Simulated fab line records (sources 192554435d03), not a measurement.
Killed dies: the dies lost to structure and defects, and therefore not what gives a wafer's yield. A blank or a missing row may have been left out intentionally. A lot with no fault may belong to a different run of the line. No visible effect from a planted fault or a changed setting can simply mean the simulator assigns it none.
Matching of chambers :: flow n5 finfet :: N5_BEOL_M0_SAQP_PECVD_03 on pecvd-04 has 3 sister chambers
The step deposits SiCN from 3MS/NH3, target thk 12 nm, time 21.1 s. 24 wafers are shown with their chamber, then 12 later ones without.

## WAFERS, EACH WITH ITS CHAMBER
wafer: L076.1
chamber: 1
throttle valve pct (%): 8.8
showerhead plenum p Torr (Torr): 3.668

wafer: L076.2
chamber: 2
throttle valve pct (%): 8.8
showerhead plenum p Torr (Torr): 3.654

wafer: L076.3
chamber: 0
throttle valve pct (%): 10.1
showerhead plenum p Torr (Torr): 3.670

wafer: L076.4
chamber: 1
throttle valve pct (%): 8.5
showerhead plenum p Torr (Torr): 3.670

wafer: L076.5
chamber: 0
throttle valve pct (%): 10.4
showerhead plenum p Torr (Torr): 3.654

wafer: L076.6
chamber: 2
throttle valve pct (%): 8.7
showerhead plenum p Torr (Torr): 3.651

wafer: L080.1
chamber: 2
throttle valve pct (%): 8.7
showerhead plenum p Torr (Torr): 3.647

wafer: L080.3
chamber: 0
throttle valve pct (%): 10.3
showerhead plenum p Torr (Torr): 3.669

wafer: L080.5
chamber: 2
throttle valve pct (%): 8.9
showerhead plenum p Torr (Torr): 3.652

wafer: L081.1
chamber: 2
throttle valve pct (%): 8.8
showerhead plenum p Torr (Torr): 3.658

wafer: L081.4
chamber: 0
throttle valve pct (%): 9.8
showerhead plenum p Torr (Torr): 3.671

wafer: L081.6
chamber: 2
throttle valve pct (%): 9.0
showerhead plenum p Torr (Torr): 3.656

wafer: L083.2
chamber: 0
throttle valve pct (%): 10.2
showerhead plenum p Torr (Torr): 3.663

wafer: L083.5
chamber: 1
throttle valve pct (%): 8.6
showerhead plenum p Torr (Torr): 3.665

wafer: L083.6
chamber: 0
throttle valve pct (%): 10.2
showerhead plenum p Torr (Torr): 3.666

wafer: L086.1
chamber: 1
throttle valve pct (%): 8.5
showerhead plenum p Torr (Torr): 3.674

wafer: L086.4
chamber: 2
throttle valve pct (%): 8.5
showerhead plenum p Torr (Torr): 3.656

wafer: L086.5
chamber: 1
throttle valve pct (%): 8.9
showerhead plenum p Torr (Torr): 3.664

wafer: L088.1
chamber: 2
throttle valve pct (%): 8.6
showerhead plenum p Torr (Torr): 3.648

wafer: L088.2
chamber: 1
throttle valve pct (%): 8.9
showerhead plenum p Torr (Torr): 3.673

wafer: L088.3
chamber: 0
throttle valve pct (%): 10.3
showerhead plenum p Torr (Torr): 3.672

wafer: L088.4
chamber: 1
throttle valve pct (%): 8.5
showerhead plenum p Torr (Torr): 3.678

wafer: L088.5
chamber: 0
throttle valve pct (%): 10.3
showerhead plenum p Torr (Torr): 3.663

wafer: L088.6
chamber: 2
throttle valve pct (%): 8.6
showerhead plenum p Torr (Torr): 3.654

SIGNATURES (averages over the wafers above)
reading: throttle valve pct
chamber 0: 10.200
chamber 1: 8.671
chamber 2: 8.733
scatter within a chamber: 0.177

reading: showerhead plenum p Torr
chamber 0: 3.66600
chamber 1: 3.67029
chamber 2: 3.65289
scatter within a chamber: 0.00494
Rule: for a wafer and a chamber, the distance is found by dividing, reading by reading, the gap between the wafer's reading and the chamber's mean by the reading's scatter, squaring, summing and taking the root. The wafer belongs to the nearest chamber; if the next one is less than 2 further off, it can't be placed. How the scatter is found: for the shown wafers, subtract from each reading the mean of its chamber, square and add these, divide the total by (wafers less chambers), then take the root.

## WAFERS WHOSE CHAMBER IS MISSING
wafer: L091.1
throttle valve pct (%): 8.7
showerhead plenum p Torr (Torr): 3.648

wafer: L091.4
throttle valve pct (%): 10.3
showerhead plenum p Torr (Torr): 3.674

wafer: L091.6
throttle valve pct (%): 8.7
showerhead plenum p Torr (Torr): 3.653

wafer: L093.3
throttle valve pct (%): 8.6
showerhead plenum p Torr (Torr): 3.675

wafer: L093.4
throttle valve pct (%): 8.6
showerhead plenum p Torr (Torr): 3.671

wafer: L093.6
throttle valve pct (%): 9.0
showerhead plenum p Torr (Torr): 3.646

wafer: L095.1
throttle valve pct (%): 8.8
showerhead plenum p Torr (Torr): 3.647

wafer: L095.2
throttle valve pct (%): 8.5
showerhead plenum p Torr (Torr): 3.669

wafer: L095.3
throttle valve pct (%): 8.6
showerhead plenum p Torr (Torr): 3.647

wafer: L095.4
throttle valve pct (%): 8.7
showerhead plenum p Torr (Torr): 3.675

wafer: L095.5
throttle valve pct (%): 8.8
showerhead plenum p Torr (Torr): 3.647

wafer: L095.6
throttle valve pct (%): 8.7
showerhead plenum p Torr (Torr): 3.666

## WHICH CHAMBER EACH WENT THROUGH
wafer: L091.1
from the rows above: 2
in truth: 2

wafer: L091.4
from the rows above: 0
in truth: 0

wafer: L091.6
from the rows above: 2
in truth: 2

wafer: L093.3
from the rows above: 1
in truth: 1

wafer: L093.4
from the rows above: 1
in truth: 1

wafer: L093.6
from the rows above: 2
in truth: 2

wafer: L095.1
from the rows above: 2
in truth: 2

wafer: L095.2
from the rows above: 1
in truth: 1

wafer: L095.3
from the rows above: 2
in truth: 2

wafer: L095.4
from the rows above: 1
in truth: 1

wafer: L095.5
from the rows above: 2
in truth: 2

wafer: L095.6
from the rows above: can't be placed: 1 or 2
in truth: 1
11 of 12 placed correctly. From these rows, 1 cannot be placed; in 1 the true chamber is one of the candidates. Placed wrongly: 0.
